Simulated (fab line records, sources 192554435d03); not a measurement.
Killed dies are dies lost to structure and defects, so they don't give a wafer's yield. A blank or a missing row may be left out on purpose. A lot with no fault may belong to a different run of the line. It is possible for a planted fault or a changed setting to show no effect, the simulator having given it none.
Which of the tools did it? + flow n5 finfet + 9 lots, 27 wafers sampled, at 3 steps of a route of 1938

WHAT THE GAUGES SHOWED, per wafer
N5_BEOL_M1_OVL_MEAS_29.
| lot  | measured     | on         | V0_OVL (nm)    |
|------|--------------|------------|----------------|
| L737 | day 6 03:25  | overlay-01 | -0.2 -0.1 -0.7 |
| L738 | day 6 07:20  | overlay-01 | 0.4 0.8 1.1    |
| L742 | day 7 11:12  | overlay-02 | -0.6 -1.2 -1.0 |
| L744 | day 7 19:23  | overlay-02 | 13.5 13.5 13.9 |
| L745 | day 8 06:49  | overlay-01 | 12.7 12.9 13.2 |
| L747 | day 8 17:55  | overlay-01 | -0.1 0.3 0.5   |
| L756 | day 10 20:50 | overlay-01 | -0.2 0.6 0.4   |
| L757 | day 11 02:16 | overlay-01 | -0.4 -0.3 0.4  |
| L759 | day 11 19:22 | overlay-01 | -0.2 -0.6 -1.3 |

TOOL THAT RAN EACH LOT (tool first, then ch and the chambers of the sampled wafers, then the start)
| lot  | N5_BEOL_M1_DESCUM_16               | N5_BEOL_M1_EXPOSE_25              |
|------|------------------------------------|-----------------------------------|
| L737 | rie diel-03 ch 1,2,3, day 6 02:27  | euv scanner-01 ch 0, day 6 03:15  |
| L738 | rie diel-03 ch 0,3, day 6 06:32    | euv scanner-01 ch 0, day 6 07:09  |
| L742 | rie diel-01 ch 0,2,3, day 7 10:12  | euv scanner-01 ch 0, day 7 11:01  |
| L744 | rie diel-01 ch 1,2,3, day 7 18:37  | euv scanner-01 ch 0, day 7 19:13  |
| L745 | rie diel-01 ch 1,2,3, day 8 06:02  | euv scanner-01 ch 0, day 8 06:38  |
| L747 | rie diel-03 ch 0,3, day 8 17:01    | euv scanner-02 ch 0, day 8 17:44  |
| L756 | rie diel-04 ch 0,1,3, day 10 19:56 | euv scanner-02 ch 0, day 10 20:40 |
| L757 | rie diel-03 ch 1,3, day 11 01:28   | euv scanner-02 ch 0, day 11 02:05 |
| L759 | rie diel-01 ch 0,1,3, day 11 18:26 | euv scanner-02 ch 0, day 11 19:11 |
- N5_BEOL_M1_DESCUM_16: chemistry O2, time 7 s.
- N5_BEOL_M1_EXPOSE_25: exposes mask V0, defocus 5 nm, target cd 24 nm.

THE ANSWER, worked out from the rows above alone
Rule: the lots themselves supply what counts as usual. The widest of any qualifying gaps counts: lots, ordered by their means at a reading, are off when they make up no more than a third of the lots, leave a main group of 4 or more, and stand apart from it by 3 or more times the standard deviation of that group's means. The tables above print the reading to a certain number of digits; a main group whose means all agree to those digits is not used. Also off: a lot with no number at a reading for which 4 or more lots have one. All remaining lots with rows at the step are treated as sound.
Off: L744, L745, seen at N5_BEOL_M1_OVL_MEAS_29 (V0_OVL). The main group: mean -0.1 nm, standard deviation 0.55.
If a tool, at a process step before that reading, ran all the lots that are off and no sound lot after the first of them, it fits. Those tools and the gauges at N5_BEOL_M1_OVL_MEAS_29 are tried in the same way. One fits: N5_BEOL_M1_EXPOSE_25 on euv scanner-01. A fault onset in the window from L742 (day 7 11:01, its last sound lot) to L744 (day 7 19:13, its first lot off) fits.

WHAT HAD BEEN PUT IN BY THE SIMULATOR
Scanner matching overlay: euv scanner-01, from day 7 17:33 on, at N5_BEOL_M1_EXPOSE_25. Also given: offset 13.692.
Lots struck among those shown: L744, L745. This agrees with what the rule above found.
